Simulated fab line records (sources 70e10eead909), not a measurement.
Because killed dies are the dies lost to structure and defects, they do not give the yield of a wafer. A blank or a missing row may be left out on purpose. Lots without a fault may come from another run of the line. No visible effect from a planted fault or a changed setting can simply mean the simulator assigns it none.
fab line records	flow nandHarc	part 1 of 2: steps 1 to 17 of 29
record lots=5	wafers=15	lastDay=33
route steps=1302 shown A_STAIRCASE@697
lots untouched by any fault: they come from a run of this same line in which no faults occurred
startH: start of the lot's first displayed wafer, in hours after the record's first day	waitH: hours elapsed since this lot's preceding step	" repeats the value in the row above	L1.1+2: a row that stands for several wafers	- no value, or no start given	* or withheld: withheld	< > ~ a bound
route shown NAME@n: names a module that has steps shown in the file, with the first one's number in the route	usual: the fault-free wafers' mean and standard deviation	same: alike in all rows	chamber/n: place in a boat	sites: per-site readings	_std_site: their standard deviation	_edge_site: the outer-site mean with the inner-site mean subtracted	radiusMm: for every site, how far away it sits from the centre of the wafer	mask NAME#n: copy n	behind: the most recent tool/chamber to have shaped the wafer	hold: cause of the lot's hold/its duration in hours/its outcome	device: the transistor (n, p or np) that didn't switch	end of line: at the end of the route, the tests of the same wafers	step lacking rows: just its recipe	killed: count of dies lost to structure and defects at first sort (not the wafer's yield)	map: shows each die of a wafer: x if killed, . if not, _ if none is there
set.NAME: the setting the step ran with; set.NAME@STEP: the setting that earlier step ran with	model.NAME: the simulator's own value behind a step, which no gauge read
lots at some steps of the route; a table a step, a row a wafer
services: the hour from which a tool's chamber was out of use, counted from the record's first day as startH (under 0 if before that day), plus the number of hours and why
## steps
# step NHARC_A_STAIRCASE_DEVELOP_183
# recipe timeS=140
lot.wafer	tool	chamber	startH	waitH
L080.1+2+4	lithoTrack-07	0	-	-
L088.2+3+4	lithoTrack-07	0	-	-
L090.2+3+5	lithoTrack-07	0	-	-
L092.1+3+6	lithoTrack-02	0	-	-
L096.2+3+5	lithoTrack-05	0	-	-
# step NHARC_A_STAIRCASE_HARDBAKE_185
# recipe tempC=120	timeS=140
lot.wafer	tool	chamber	startH	waitH
L080.1+2+4	lithoTrack-02	0	416.31	-
L088.2+3+4	lithoTrack-07	0	498.69	-
L090.2+3+5	lithoTrack-02	0	508.96	-
L092.1+3+6	lithoTrack-05	0	529.09	-
L096.2+3+5	lithoTrack-07	0	576.61	-
# step NHARC_A_STAIRCASE_DESCUM_186
# recipe timeS=3	o2FlowSccm=200	arFlowSccm=0	biasPowerW=0	chemistry=O2
# usual drypumpMotorCurrentA=6.12/0.25	oesProductAu=1.000/0.0088	rfVppV=57.6/0.89	showerheadPlenumPTorr=1.91/0.1	throttleValvePct=11.311/0.0087
lot.wafer	tool	chamber	startH	waitH	drypumpMotorCurrentA	oesProductAu	rfHoursCounterH	rfVppV	showerheadPlenumPTorr	throttleValvePct
L080.2	rieDiel-05	1	416.40	-	6.08	1.001	0	57.4	1.86	11.320
L080.1	"	2	"	"	6.14	0.997	0	57.5	1.83	11.300
L080.4	"	0	"	"	5.86	1.018	0	57.4	1.88	11.304
L088.3	rieDiel-05	2	498.79	-	6.11	0.986	30	56.6	1.82	11.316
L088.4	"	3	"	"	6.40	0.988	29	57.7	2.07	11.310
L088.2	"	0	"	"	5.87	0.996	17	56.4	1.87	11.312
L090.3	rieDiel-09	2	509.05	-	6.31	1.001	0	57.8	1.81	11.296
L090.2	"	3	"	"	6.01	0.992	0	58.0	1.98	11.293
L090.5	"	2	"	"	6.28	0.990	-	57.4	1.81	11.335
L092.1	rieDiel-05	2	529.18	-	6.10	1.006	41	57.2	1.82	11.303
L092.3	"	0	"	"	5.79	1.009	32	56.5	1.87	11.309
L092.6	"	2	"	"	6.12	1.006	-	56.9	1.82	11.335
L096.2	rieDiel-08	1	576.69	-	5.92	1.004	4	58.1	2.04	11.307
L096.3	"	3	"	"	6.28	1.005	5	56.2	1.82	11.303
L096.5	"	1	"	"	5.93	1.014	-	56.2	2.04	11.320
# step NHARC_A_STAIRCASE_TRIM_187
# recipe timeS=211.2	o2FlowSccm=500	arFlowSccm=0	biasW=0	chemistry=O2
# usual drypumpMotorCurrentA=6.13/0.26	oesProductAu=1.000/0.0087	rfVppV=57.7/0.92	showerheadPlenumPTorr=3.52/0.17	throttleValvePct=17.036/0.0094
lot.wafer	tool	chamber	startH	waitH	drypumpMotorCurrentA	oesProductAu	rfHoursCounterH	rfVppV	showerheadPlenumPTorr	throttleValvePct
L080.1	rieDiel-05	3	416.49	0.1	6.43	0.998	0	58.1	3.81	17.027
L080.2	"	1	"	"	6.09	1.002	0	56.7	3.44	17.035
L080.4	"	2	"	"	6.13	1.003	0	57.0	3.38	17.026
L088.3	rieDiel-05	0	498.87	0.1	5.81	1.003	17	58.5	3.46	17.043
L088.2	"	1	"	"	6.05	0.986	28	56.5	3.42	17.025
L088.4	"	2	"	"	6.15	0.991	30	57.2	3.37	17.041
L090.3	rieDiel-09	3	509.14	0.1	6.00	1.000	0	58.0	3.64	17.035
L090.2	"	1	"	"	5.56	0.988	0	59.0	3.71	17.031
L090.5	"	3	"	"	6.01	0.998	-	59.0	3.64	17.029
L092.1	rieDiel-05	0	529.27	0.1	5.88	1.003	32	56.1	3.45	17.040
L092.3	"	1	"	"	6.05	0.988	41	56.6	3.42	17.037
L092.6	"	1	"	"	6.07	0.982	-	58.3	3.42	17.027
L096.2	rieDiel-08	1	576.78	0.1	5.93	1.011	4	58.4	3.74	17.032
L096.3	"	0	"	"	6.40	0.997	5	59.1	3.53	17.011
L096.5	"	2	"	"	6.30	0.997	-	56.8	3.77	17.035
# step NHARC_A_STAIRCASE_ETCH_188
# recipe targetDepthA=1000	timeS=40.5	ionEnergyEv=400	c4f8FlowSccm=20	o2FlowSccm=10	arFlowSccm=withheld	rfW=600	biasW=1000	chemistry=C4F8/O2
# usual oesProductAu=0.945/0.012	rfVppV=896/6.3
lot.wafer	tool	chamber	startH	waitH	oesProductAu	rfHoursCounterH	rfVppV
L080.2	rieDiel-05	2	-	-	0.954	0	891
L080.4	"	3	"	"	0.956	0	906
L080.1	"	1	"	"	0.942	0	892
L088.4	rieDiel-05	0	-	-	0.938	17	894
L088.2	"	1	"	"	0.923	28	891
L088.3	"	2	"	"	0.924	30	890
L090.3	rieDiel-09	1	-	-	0.962	0	901
L090.2	"	0	"	"	0.955	0	889
L090.5	"	2	"	"	0.937	-	890
L092.1	rieDiel-05	0	-	-	0.958	32	893
L092.3	"	2	"	"	0.952	41	889
L092.6	"	1	"	"	0.952	-	891
L096.2	rieDiel-08	0	-	-	0.960	5	896
L096.3	"	3	"	"	0.955	5	891
L096.5	"	0	"	"	0.951	-	895
# step NHARC_A_STAIRCASE_TRIM_189
# recipe timeS=211.2	o2FlowSccm=500	arFlowSccm=0	biasW=0	chemistry=O2
# usual drypumpMotorCurrentA=6.15/0.26	oesProductAu=1.001/0.0086	rfVppV=57.7/0.85	showerheadPlenumPTorr=3.52/0.17	throttleValvePct=17.036/0.0095
lot.wafer	tool	chamber	startH	waitH	drypumpMotorCurrentA	oesProductAu	rfHoursCounterH	rfVppV	showerheadPlenumPTorr	throttleValvePct
L080.4	rieDiel-05	1	-	-	6.07	1.016	0	56.5	3.44	17.028
L080.1	"	3	"	"	6.41	0.987	0	57.3	3.81	17.044
L080.2	"	0	"	"	5.84	1.011	0	57.8	3.47	17.030
L088.3	rieDiel-05	2	-	-	6.13	1.003	30	56.7	3.37	17.036
L088.2	"	3	"	"	6.40	1.002	29	58.1	3.79	17.038
L088.4	"	1	"	"	6.07	0.992	28	56.9	3.42	17.039
L090.3	rieDiel-09	1	-	-	5.58	1.004	0	59.0	3.71	17.027
L090.2	"	2	"	"	6.31	0.994	0	55.6	3.35	17.040
L090.5	"	0	"	"	6.43	1.007	-	55.8	3.33	17.036
L092.1	rieDiel-05	3	-	-	6.41	0.984	42	59.1	3.78	17.051
L092.3	"	0	"	"	5.83	0.995	32	58.2	3.45	17.047
L092.6	"	3	"	"	6.40	0.987	-	59.4	3.78	17.024
L096.2	rieDiel-08	0	-	-	6.43	1.005	5	58.7	3.52	17.051
L096.3	"	1	"	"	5.94	1.007	4	58.7	3.74	17.036
L096.5	"	1	"	"	5.94	0.996	-	59.4	3.74	17.031
# step NHARC_A_STAIRCASE_ETCH_190
# recipe targetDepthA=1000	timeS=40.5	ionEnergyEv=400	c4f8FlowSccm=20	o2FlowSccm=10	arFlowSccm=withheld	rfW=600	biasW=1000	chemistry=C4F8/O2
# usual oesProductAu=0.943/0.0095	rfVppV=896/6.1
lot.wafer	tool	chamber	startH	waitH	oesProductAu	rfHoursCounterH	rfVppV
L080.1	rieDiel-05	1	-	-	0.943	0	892
L080.2	"	3	"	"	0.954	0	906
L080.4	"	0	"	"	0.954	0	894
L088.3	rieDiel-05	2	-	-	0.939	30	890
L088.2	"	0	"	"	0.938	17	893
L088.4	"	1	"	"	0.931	28	892
L090.3	rieDiel-09	2	-	-	0.947	0	889
L090.2	"	0	"	"	0.947	0	889
L090.5	"	2	"	"	0.939	-	890
L092.1	rieDiel-05	0	-	-	0.935	32	892
L092.3	"	3	"	"	0.939	42	904
L092.6	"	0	"	"	0.949	-	895
L096.3	rieDiel-08	2	-	-	0.952	4	904
L096.2	"	3	"	"	0.964	5	890
L096.5	"	1	"	"	0.950	-	904
# step NHARC_A_STAIRCASE_TRIM_191
# recipe timeS=211.2	o2FlowSccm=500	arFlowSccm=0	biasW=0	chemistry=O2
# usual drypumpMotorCurrentA=6.14/0.26	oesProductAu=1.000/0.0084	rfVppV=57.8/1.1	showerheadPlenumPTorr=3.52/0.17	throttleValvePct=17.037/0.0088
lot.wafer	tool	chamber	startH	waitH	drypumpMotorCurrentA	oesProductAu	rfHoursCounterH	rfVppV	showerheadPlenumPTorr	throttleValvePct
L080.2	rieDiel-05	2	-	-	6.15	0.995	0	57.7	3.38	17.037
L080.4	"	3	"	"	6.40	1.008	0	60.0	3.81	17.026
L080.1	"	0	"	"	5.85	1.015	0	57.7	3.47	17.028
L088.2	rieDiel-05	2	-	-	6.13	1.000	30	57.2	3.37	17.030
L088.4	"	3	"	"	6.40	0.989	29	58.9	3.79	17.040
L088.3	"	0	"	"	5.80	0.998	17	57.2	3.46	17.042
L090.2	rieDiel-09	3	-	-	5.98	0.998	0	58.7	3.64	17.038
L090.3	"	2	"	"	6.29	0.997	0	58.5	3.35	17.044
L090.5	"	3	"	"	5.98	1.010	-	56.7	3.64	17.039
L092.1	rieDiel-05	1	-	-	6.07	0.988	41	58.3	3.42	17.035
L092.3	"	3	"	"	6.41	0.990	42	59.3	3.78	17.043
L092.6	"	2	"	"	6.13	1.005	-	58.0	3.36	17.036
L096.3	rieDiel-08	0	-	-	6.40	1.005	6	58.7	3.53	17.028
L096.2	"	2	"	"	6.33	1.003	4	59.9	3.77	17.041
L096.5	"	0	"	"	6.41	0.995	-	58.9	3.53	17.037
# step NHARC_A_STAIRCASE_ETCH_192
# recipe targetDepthA=1000	timeS=40.5	ionEnergyEv=400	c4f8FlowSccm=20	o2FlowSccm=10	arFlowSccm=withheld	rfW=600	biasW=1000	chemistry=C4F8/O2
# usual oesProductAu=0.942/0.01	rfVppV=895/6.1
lot.wafer	tool	chamber	startH	waitH	oesProductAu	rfHoursCounterH	rfVppV
L080.2	rieDiel-05	1	-	-	0.939	0	894
L080.1	"	2	"	"	0.946	0	892
L080.4	"	3	"	"	0.957	0	906
L088.2	rieDiel-05	0	-	-	0.946	18	894
L088.4	"	1	"	"	0.925	28	891
L088.3	"	2	"	"	0.936	31	890
L090.3	rieDiel-09	1	-	-	0.954	0	904
L090.2	"	2	"	"	0.950	0	889
L090.5	"	3	"	"	0.941	-	900
L092.3	rieDiel-05	2	-	-	0.945	41	892
L092.1	"	0	"	"	0.955	32	893
L092.6	"	2	"	"	0.937	-	890
L096.3	rieDiel-08	3	-	-	0.952	5	890
L096.2	"	2	"	"	0.945	4	905
L096.5	"	0	"	"	0.946	-	895
# step NHARC_A_STAIRCASE_TRIM_193
# recipe timeS=211.2	o2FlowSccm=500	arFlowSccm=0	biasW=0	chemistry=O2
# usual drypumpMotorCurrentA=6.13/0.27	oesProductAu=1.001/0.0083	rfVppV=57.9/0.86	showerheadPlenumPTorr=3.52/0.17	throttleValvePct=17.035/0.0098
lot.wafer	tool	chamber	startH	waitH	drypumpMotorCurrentA	oesProductAu	rfHoursCounterH	rfVppV	showerheadPlenumPTorr	throttleValvePct
L080.2	rieDiel-05	3	-	-	6.40	0.998	0	59.9	3.81	17.016
L080.1	"	0	"	"	5.80	1.014	0	58.5	3.47	17.042
L080.4	"	2	"	"	6.12	1.003	0	58.8	3.38	17.033
L088.4	rieDiel-05	1	-	-	6.09	0.994	28	57.6	3.42	17.040
L088.3	"	2	"	"	6.13	0.996	31	57.4	3.37	17.056
L088.2	"	3	"	"	6.39	0.992	30	57.9	3.79	17.036
L090.3	rieDiel-09	2	-	-	6.26	0.990	0	58.0	3.35	17.041
L090.2	"	3	"	"	5.98	0.998	0	57.3	3.64	17.040
L090.5	"	2	"	"	6.29	0.994	-	59.3	3.35	17.015
L092.1	rieDiel-05	1	-	-	6.07	0.998	41	57.6	3.42	17.022
L092.3	"	3	"	"	6.42	1.001	42	58.8	3.78	17.015
L092.6	"	1	"	"	6.09	0.997	-	57.8	3.42	17.025
L096.2	rieDiel-08	1	-	-	5.95	1.011	5	57.5	3.74	17.037
L096.3	"	2	"	"	6.36	1.003	4	58.3	3.77	17.042
L096.5	"	1	"	"	5.94	1.007	-	57.5	3.74	17.034
# step NHARC_A_STAIRCASE_ETCH_194
# recipe targetDepthA=1000	timeS=40.5	ionEnergyEv=400	c4f8FlowSccm=20	o2FlowSccm=10	arFlowSccm=withheld	rfW=600	biasW=1000	chemistry=C4F8/O2
# usual oesProductAu=0.943/0.012	rfVppV=896/6.2
lot.wafer	tool	chamber	startH	waitH	oesProductAu	rfHoursCounterH	rfVppV
L080.1	rieDiel-05	1	-	-	0.951	0	893
L080.4	"	2	"	"	0.945	0	890
L080.2	"	0	"	"	0.966	0	895
L088.3	rieDiel-05	2	-	-	0.932	31	889
L088.4	"	3	"	"	0.922	30	906
L088.2	"	0	"	"	0.945	18	894
L090.2	rieDiel-09	0	-	-	0.960	0	889
L090.3	"	1	"	"	0.947	0	904
L090.5	"	0	"	"	0.961	-	890
L092.3	rieDiel-05	1	-	-	0.940	41	890
L092.1	"	2	"	"	0.936	41	890
L092.6	"	1	"	"	0.940	-	891
L096.2	rieDiel-08	3	-	-	0.974	5	890
L096.3	"	1	"	"	0.963	5	904
L096.5	"	0	"	"	0.951	-	896
# step NHARC_A_STAIRCASE_TRIM_196
# recipe timeS=211.2	o2FlowSccm=500	arFlowSccm=0	biasW=0	chemistry=O2
# usual drypumpMotorCurrentA=6.15/0.26	oesProductAu=1.000/0.0094	rfVppV=57.8/0.84	showerheadPlenumPTorr=3.52/0.17	throttleValvePct=17.038/0.0097
lot.wafer	tool	chamber	startH	waitH	drypumpMotorCurrentA	oesProductAu	rfHoursCounterH	rfVppV	showerheadPlenumPTorr	throttleValvePct
L080.1	rieDiel-08	3	417.52	0.1	6.28	0.983	10	56.9	3.40	17.031
L080.4	"	0	"	"	6.40	0.990	14	59.2	3.55	17.050
L080.2	"	1	"	"	5.94	1.006	13	57.4	3.76	17.030
L088.2	rieDiel-05	2	500.18	0.1	6.13	0.998	31	56.7	3.37	17.039
L088.3	"	3	"	"	6.41	0.987	30	58.7	3.79	17.041
L088.4	"	0	"	"	5.84	1.002	18	58.6	3.46	17.050
L090.2	rieDiel-09	2	510.20	0.1	6.27	0.999	0	58.5	3.35	17.027
L090.3	"	3	"	"	6.01	1.013	1	58.6	3.64	17.040
L090.5	"	1	"	"	5.55	1.015	-	57.5	3.71	17.036
L092.1	rieDiel-05	0	530.34	0.1	5.83	1.010	32	58.0	3.45	17.044
L092.3	"	1	"	"	6.10	0.993	41	57.5	3.42	17.042
L092.6	"	3	"	"	6.41	0.998	-	58.8	3.78	17.032
L096.2	rieDiel-08	0	577.82	0.1	6.45	1.007	6	57.7	3.52	17.035
L096.3	"	2	"	"	6.31	1.011	4	58.4	3.77	17.030
L096.5	"	0	"	"	6.44	1.008	-	58.8	3.53	17.049
# step NHARC_A_STAIRCASE_ETCH_197
# recipe targetDepthA=1000	timeS=40.5	ionEnergyEv=400	c4f8FlowSccm=20	o2FlowSccm=10	arFlowSccm=withheld	rfW=600	biasW=1000	chemistry=C4F8/O2
# usual oesProductAu=0.949/0.014	rfVppV=896/6.4
lot.wafer	tool	chamber	startH	waitH	oesProductAu	rfHoursCounterH	rfVppV
L080.4	rieDiel-08	2	-	-	0.978	11	905
L080.2	"	3	"	"	0.941	10	892
L080.1	"	0	"	"	0.953	14	896
L088.3	rieDiel-05	3	-	-	0.935	30	905
L088.4	"	0	"	"	0.940	18	893
L088.2	"	2	"	"	0.937	31	890
L090.2	rieDiel-09	3	-	-	0.954	1	899
L090.3	"	0	"	"	0.952	1	889
L090.5	"	3	"	"	0.958	-	899
L092.3	rieDiel-05	0	-	-	0.965	32	892
L092.1	"	1	"	"	0.946	41	892
L092.6	"	2	"	"	0.937	-	890
L096.2	rieDiel-08	3	-	-	0.943	5	890
L096.3	"	0	"	"	0.935	6	896
L096.5	"	2	"	"	0.948	-	904
# step NHARC_A_STAIRCASE_TRIM_198
# recipe timeS=211.2	o2FlowSccm=500	arFlowSccm=0	biasW=0	chemistry=O2
# usual drypumpMotorCurrentA=6.14/0.26	oesProductAu=0.999/0.008	rfVppV=57.8/0.89	showerheadPlenumPTorr=3.52/0.17	throttleValvePct=17.036/0.0086
lot.wafer	tool	chamber	startH	waitH	drypumpMotorCurrentA	oesProductAu	rfHoursCounterH	rfVppV	showerheadPlenumPTorr	throttleValvePct
L080.4	rieDiel-08	3	-	-	6.27	0.980	10	56.2	3.40	17.038
L080.1	"	1	"	"	5.94	1.005	13	59.0	3.76	17.031
L080.2	"	2	"	"	6.36	0.986	11	58.9	3.80	17.037
L088.4	rieDiel-05	0	-	-	5.84	1.009	18	58.2	3.46	17.028
L088.2	"	1	"	"	6.07	0.992	29	57.2	3.42	17.037
L088.3	"	3	"	"	6.41	0.986	30	58.9	3.79	17.048
L090.2	rieDiel-09	1	-	-	5.56	0.999	1	57.8	3.71	17.027
L090.3	"	2	"	"	6.32	0.993	1	57.5	3.35	17.041
L090.5	"	0	"	"	6.42	1.000	-	58.2	3.33	17.049
L092.1	rieDiel-05	2	-	-	6.13	0.994	41	56.1	3.36	17.039
L092.3	"	3	"	"	6.40	1.004	42	56.9	3.78	17.029
L092.6	"	3	"	"	6.38	1.002	-	57.9	3.78	17.033
L096.3	rieDiel-08	3	-	-	6.29	0.988	9	58.0	3.37	17.037
L096.2	"	0	"	"	6.40	0.997	8	58.9	3.52	17.013
L096.5	"	3	"	"	6.29	1.007	-	57.5	3.37	17.051
# step NHARC_A_STAIRCASE_ETCH_199
# recipe targetDepthA=1000	timeS=40.5	ionEnergyEv=400	c4f8FlowSccm=20	o2FlowSccm=10	arFlowSccm=withheld	rfW=600	biasW=1000	chemistry=C4F8/O2
# usual oesProductAu=0.943/0.011	rfVppV=895/6
lot.wafer	tool	chamber	startH	waitH	oesProductAu	rfHoursCounterH	rfVppV
L080.4	rieDiel-08	0	-	-	0.938	14	897
L080.1	"	1	"	"	0.943	13	904
L080.2	"	3	"	"	0.937	11	892
L088.3	rieDiel-05	0	-	-	0.944	18	894
L088.2	"	2	"	"	0.925	31	889
L088.4	"	3	"	"	0.933	30	905
L090.3	rieDiel-09	1	-	-	0.949	1	902
L090.2	"	0	"	"	0.936	1	888
L090.5	"	1	"	"	0.947	-	900
L092.1	rieDiel-05	0	-	-	0.958	32	895
L092.3	"	2	"	"	0.931	42	889
L092.6	"	0	"	"	0.953	-	894
L096.3	rieDiel-08	1	-	-	0.945	7	903
L096.2	"	2	"	"	0.925	8	904
L096.5	"	0	"	"	0.930	-	895
# step NHARC_A_STAIRCASE_TRIM_200
# recipe timeS=211.2	o2FlowSccm=500	arFlowSccm=0	biasW=0	chemistry=O2
# usual drypumpMotorCurrentA=6.14/0.25	oesProductAu=1.001/0.0092	rfVppV=57.5/0.92	showerheadPlenumPTorr=3.51/0.17	throttleValvePct=17.038/0.0093
lot.wafer	tool	chamber	startH	waitH	drypumpMotorCurrentA	oesProductAu	rfHoursCounterH	rfVppV	showerheadPlenumPTorr	throttleValvePct
L080.4	rieDiel-08	3	-	-	6.28	0.975	12	56.8	3.40	17.045
L080.1	"	0	"	"	6.45	0.993	16	58.9	3.55	17.031
L080.2	"	1	"	"	5.94	1.006	17	55.8	3.76	17.037
L088.2	rieDiel-05	0	-	-	5.84	1.007	18	58.1	3.46	17.018
L088.3	"	2	"	"	6.13	0.996	31	56.5	3.37	17.029
L088.4	"	3	"	"	6.40	0.989	30	58.7	3.79	17.042
L090.2	rieDiel-09	1	-	-	5.54	1.010	1	57.8	3.71	17.047
L090.3	"	2	"	"	6.28	0.995	1	56.5	3.35	17.043
L090.5	"	0	"	"	6.41	1.009	-	57.4	3.33	17.042
L092.1	rieDiel-05	0	-	-	5.83	1.024	32	58.2	3.45	17.056
L092.3	"	3	"	"	6.42	1.006	42	57.7	3.78	17.033
L092.6	"	1	"	"	6.07	1.002	-	57.8	3.42	17.046
L096.2	rieDiel-08	3	-	-	6.30	1.007	9	56.4	3.37	17.046
L096.3	"	0	"	"	6.42	0.995	8	56.7	3.52	17.028
L096.5	"	3	"	"	6.30	0.999	-	56.1	3.37	17.050
# step NHARC_A_STAIRCASE_ETCH_201
# recipe targetDepthA=1000	timeS=40.5	ionEnergyEv=400	c4f8FlowSccm=20	o2FlowSccm=10	arFlowSccm=withheld	rfW=600	biasW=1000	chemistry=C4F8/O2
# usual oesProductAu=0.942/0.01	rfVppV=896/6.2
lot.wafer	tool	chamber	startH	waitH	oesProductAu	rfHoursCounterH	rfVppV
L080.4	rieDiel-08	3	-	-	0.916	13	892
L080.2	"	0	"	"	0.942	16	896
L080.1	"	1	"	"	0.954	17	905
L088.4	rieDiel-05	0	-	-	0.949	18	894
L088.2	"	1	"	"	0.931	29	891
L088.3	"	2	"	"	0.945	31	892
L090.3	rieDiel-09	3	-	-	0.939	5	900
L090.2	"	0	"	"	0.945	3	889
L090.5	"	3	"	"	0.941	-	901
L092.1	rieDiel-05	0	-	-	0.952	33	893
L092.3	"	1	"	"	0.942	41	892
L092.6	"	1	"	"	0.930	-	890
L096.2	rieDiel-08	2	-	-	0.946	8	905
L096.3	"	3	"	"	0.945	10	890
L096.5	"	1	"	"	0.945	-	904
